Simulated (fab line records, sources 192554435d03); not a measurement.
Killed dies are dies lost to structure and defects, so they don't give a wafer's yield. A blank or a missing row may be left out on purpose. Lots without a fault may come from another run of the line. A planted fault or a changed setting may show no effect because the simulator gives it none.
Which tool did it? | flow n5_finfet | 10 lots, 29 wafers sampled, at 7 steps of a route of 1938

WHAT THE GAUGES READ, wafer by wafer
N5_DUMMY_GATE_THK_MEAS_05.
lot  | measured    | on            | thk_nm (nm)
L416 | day 2 20:23 | film_metro-02 | 70.1 71.0
L417 | day 3 01:10 | film_metro-01 | 72.7 74.1 72.5
L420 | day 3 20:05 | film_metro-01 | 72.8 73.7 73.4
L421 | day 4 01:00 | film_metro-02 | 71.3 72.8 70.3
L422 | day 4 06:46 | film_metro-02 | 71.9 70.9 74.0
L424 | day 4 17:05 | film_metro-02 | 70.2 70.8 69.8
L428 | day 5 19:31 | film_metro-02 | 73.4 71.8 73.1
L429 | day 5 23:47 | film_metro-01 | 71.6 72.6 70.3
L431 | day 6 11:49 | film_metro-01 | 71.4 71.2 71.6
L436 | day 7 17:18 | film_metro-01 | 72.1 71.4 69.2

N5_DUMMY_GATE_CD_MEAS_15: target cd 25.8 nm.
lot  | measured    | on        | cd_nm (nm)
L416 | day 3 05:42 | cd_sem-03 | 24.92 24.88
L417 | day 3 07:32 | cd_sem-02 | 24.63 25.23 24.76
L420 | day 4 00:29 | cd_sem-01 | 25.07 24.88 25.22
L421 | day 4 05:25 | cd_sem-01 | 25.56 25.25 25.47
L422 | day 4 11:04 | cd_sem-01 | 25.41 24.85 25.17
L424 | day 4 21:23 | cd_sem-02 | 24.95 24.83 24.75
L428 | day 5 23:56 | cd_sem-01 | 23.40 23.85 23.66
L429 | day 6 04:05 | cd_sem-01 | 24.00 23.93 24.08
L431 | day 6 20:59 | cd_sem-02 | 24.68 24.82 24.59
L436 | day 7 21:43 | cd_sem-02 | 24.75 25.00 24.83

N5_DUMMY_GATE_CD_MEAS_50: target cd 14 nm.
lot  | measured    | on        | cd_nm (nm)
L416 | day 3 06:13 | cd_sem-02 | 13.8 14.0
L417 | day 3 08:03 | cd_sem-03 | 13.6 13.1 13.6
L420 | day 4 01:01 | cd_sem-02 | 15.1 14.5 13.9
L421 | day 4 05:58 | cd_sem-02 | 14.4 14.4 14.3
L422 | day 4 11:35 | cd_sem-01 | 14.4 14.2 14.7
L424 | day 4 22:38 | cd_sem-03 | 13.9 14.1 14.2
L428 | day 6 00:40 | cd_sem-03 | 12.9 12.5 13.3
L429 | day 6 04:36 | cd_sem-03 | 13.0 13.2 13.0
L431 | day 6 21:32 | cd_sem-03 | 14.3 14.4 13.7
L436 | day 7 22:26 | cd_sem-01 | 14.3 14.6 13.7

N5_DUMMY_GATE_CD_MEAS_24: target cd 15 nm.
lot  | measured    | on        | cd_nm (nm)
L416 | day 3 06:42 | cd_sem-02 | 15.3 15.3
L417 | day 3 08:32 | cd_sem-02 | 14.4 14.7 14.9
L420 | day 4 01:36 | cd_sem-02 | 15.5 15.2 14.8
L421 | day 4 06:27 | cd_sem-03 | 16.2 15.9 15.1
L422 | day 4 12:05 | cd_sem-02 | 15.6 15.0 16.0
L424 | day 4 23:08 | cd_sem-03 | 15.0 15.1 14.5
L428 | day 6 01:20 | cd_sem-02 | 13.7 13.2 14.2
L429 | day 6 05:05 | cd_sem-02 | 14.1 14.4 13.6
L431 | day 6 22:02 | cd_sem-02 | 15.2 15.4 14.8
L436 | day 7 23:07 | cd_sem-01 | 15.2 15.4 15.0

WHICH TOOL RAN EACH LOT (tool, then ch and the chambers of the sampled wafers, then the start)
lot  | N5_STI_FIN_REVEAL_OXIDATION_31      | N5_DUMMY_GATE_EXPOSE_12          | N5_DUMMY_GATE_STRIP_40
L416 | plasma_asher-01 ch 0,1, day 2 13:44 | euv_scanner-01 ch 0, day 3 05:34 | rie_diel-04 ch 2, day 3 06:10
L417 | plasma_asher-02 ch 0,1, day 2 18:33 | euv_scanner-02 ch 0, day 3 07:26 | rie_diel-03 ch 1,2, day 3 07:59
L420 | plasma_asher-01 ch 0,1, day 3 14:55 | euv_scanner-01 ch 0, day 4 00:22 | rie_diel-03 ch 2,3, day 4 00:58
L421 | plasma_asher-02 ch 0, day 3 20:10   | euv_scanner-02 ch 0, day 4 05:17 | rie_diel-03 ch 1,2, day 4 05:55
L422 | plasma_asher-01 ch 0,1, day 4 01:58 | euv_scanner-02 ch 0, day 4 10:57 | rie_diel-04 ch 1,3, day 4 11:32
L424 | plasma_asher-02 ch 0,1, day 4 12:14 | euv_scanner-01 ch 0, day 4 21:16 | rie_diel-04 ch 1,2, day 4 22:35
L428 | plasma_asher-02 ch 0,1, day 5 14:42 | euv_scanner-01 ch 0, day 5 23:48 | rie_diel-01 ch 0,1,3, day 6 00:37
L429 | plasma_asher-02 ch 0,1, day 5 18:55 | euv_scanner-01 ch 0, day 6 03:58 | rie_diel-01 ch 0,1,3, day 6 04:33
L431 | plasma_asher-01 ch 0,1, day 6 06:56 | euv_scanner-02 ch 0, day 6 20:52 | rie_diel-03 ch 1,3, day 6 21:29
L436 | plasma_asher-02 ch 0,1, day 7 12:26 | euv_scanner-02 ch 0, day 7 21:35 | rie_diel-04 ch 0,3, day 7 22:23
- N5_STI_FIN_REVEAL_OXIDATION_31: chemistry O2 PLASMA REMOTE, time 20 s.
- N5_DUMMY_GATE_EXPOSE_12: exposes mask GATE, target cd 25 nm.
- N5_DUMMY_GATE_STRIP_40: strips in CF4.

WHAT THE TOOLS THEMSELVES READ (means of the sampled wafers that have a number; where no wafer has one, the mark that the record gives instead)
N5_STI_FIN_REVEAL_OXIDATION_31.
lot  | tool            | drypump_motor_current_A (A) | heater_power_w (W) | rf_fwd_power_W (W)
L416 | plasma_asher-01 | 5.8                         | 160                | 1972
L417 | plasma_asher-02 | 5.5                         | 141                | 1970
L420 | plasma_asher-01 | 5.7                         | 156                | 1969
L421 | plasma_asher-02 | 5.8                         | 144                | 1979
L422 | plasma_asher-01 | 5.7                         | 158                | 1972
L424 | plasma_asher-02 | 5.5                         | 139                | 1979
L428 | plasma_asher-02 | 5.3                         | 139                | 1976
L429 | plasma_asher-02 | 5.5                         | 142                | 1978
L431 | plasma_asher-01 | 5.6                         | 158                | 1972
L436 | plasma_asher-02 | 5.3                         | 138                | 1972

N5_DUMMY_GATE_EXPOSE_12.
lot  | tool           | exposure_dose_mJ_cm2
L416 | euv_scanner-01 | 33.88
L417 | euv_scanner-02 | 33.93
L420 | euv_scanner-01 | 33.92
L421 | euv_scanner-02 | 33.93
L422 | euv_scanner-02 | 33.90
L424 | euv_scanner-01 | 33.90
L428 | euv_scanner-01 | 36.17
L429 | euv_scanner-01 | 35.77
L431 | euv_scanner-02 | 33.89
L436 | euv_scanner-02 | 33.91

N5_DUMMY_GATE_STRIP_40.
lot  | tool        | drypump_motor_current_A (A) | oes_product_au (a.u.) | rf_fwd_power_W (W) | rf_vpp_V (V) | showerhead_plenum_p_Torr (Torr) | throttle_valve_pct (%)
L416 | rie_diel-04 | 5.7                         | 0.69                  | 292.7              | 272.1        | 1.85                            | 14.0
L417 | rie_diel-03 | 5.4                         | 0.75                  | 293.1              | 270.6        | 1.77                            | 13.4
L420 | rie_diel-03 | 6.0                         | 0.73                  | 292.4              | 271.6        | 1.81                            | 13.7
L421 | rie_diel-03 | 5.4                         | 0.73                  | 292.9              | 268.7        | 1.74                            | 13.6
L422 | rie_diel-04 | 6.6                         | 0.77                  | 292.5              | 270.2        | 1.75                            | 13.7
L424 | rie_diel-04 | 6.0                         | 0.72                  | 292.3              | 271.1        | 1.83                            | 13.9
L428 | rie_diel-01 | 5.4                         | 0.84                  | 292.8              | 271.1        | 1.78                            | 13.5
L429 | rie_diel-01 | 5.5                         | 0.83                  | 292.0              | 270.8        | 1.78                            | 13.5
L431 | rie_diel-03 | 5.9                         | 0.73                  | 292.4              | 272.3        | 1.83                            | 13.6
L436 | rie_diel-04 | 6.0                         | 0.69                  | 293.8              | 270.2        | 1.80                            | 14.1

THE ANSWER, worked out from the rows above alone
Rule: what is usual is taken from the lots themselves. Put in order of their means at a reading, lots are off if they are a third of the lots or fewer, leave a main group of 4 or more, and stand apart from it by a gap of 3 or more times the standard deviation of the main group's means; of several such gaps the widest counts. A main group whose means are all the same, to the digits that the tables above print for the reading, isn't used. A lot without any number at a reading at which 4 lots or more have one is off too. The other lots that the step has rows for count as sound. The gauges are gone through in route order, then the tools' own readings, and for those a lot's mean is taken as printed above. The first step at which some lot is off is used, and at that step the reading that is off furthest; a lot without a number counts as furthest.
Off: L428, L429, at N5_DUMMY_GATE_CD_MEAS_15 (cd_nm). The main group: mean 24.98 nm, standard deviation 0.21.
A tool fits if, at a process step before that reading, it ran every lot that is off, and no sound lot after the first of them. The gauges at N5_DUMMY_GATE_CD_MEAS_15 aren't tried: what is off there is off at N5_DUMMY_GATE_EXPOSE_12 too, on other tools, and a gauge's error can't cause that. One fits: euv_scanner-01 at N5_DUMMY_GATE_EXPOSE_12. Its last sound lot is L424 (day 4 21:16), its first lot that is off L428 (day 5 23:48): a fault that began between those two fits.
The tool's own readings at N5_DUMMY_GATE_EXPOSE_12 bear it out: on the lots that are off they differ by more than 5 times the standard deviation of the sound lots' means. exposure_dose_mJ_cm2 reads 35.97 there against 33.91 on the sound lots.

WHAT THE SIMULATOR HAD PUT IN
Process parameter drift: euv_scanner-01, from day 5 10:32 on, at N5_DUMMY_GATE_EXPOSE_12. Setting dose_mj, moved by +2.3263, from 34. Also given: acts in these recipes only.
Lots struck among those shown: L428, L429. The rule above found the same.
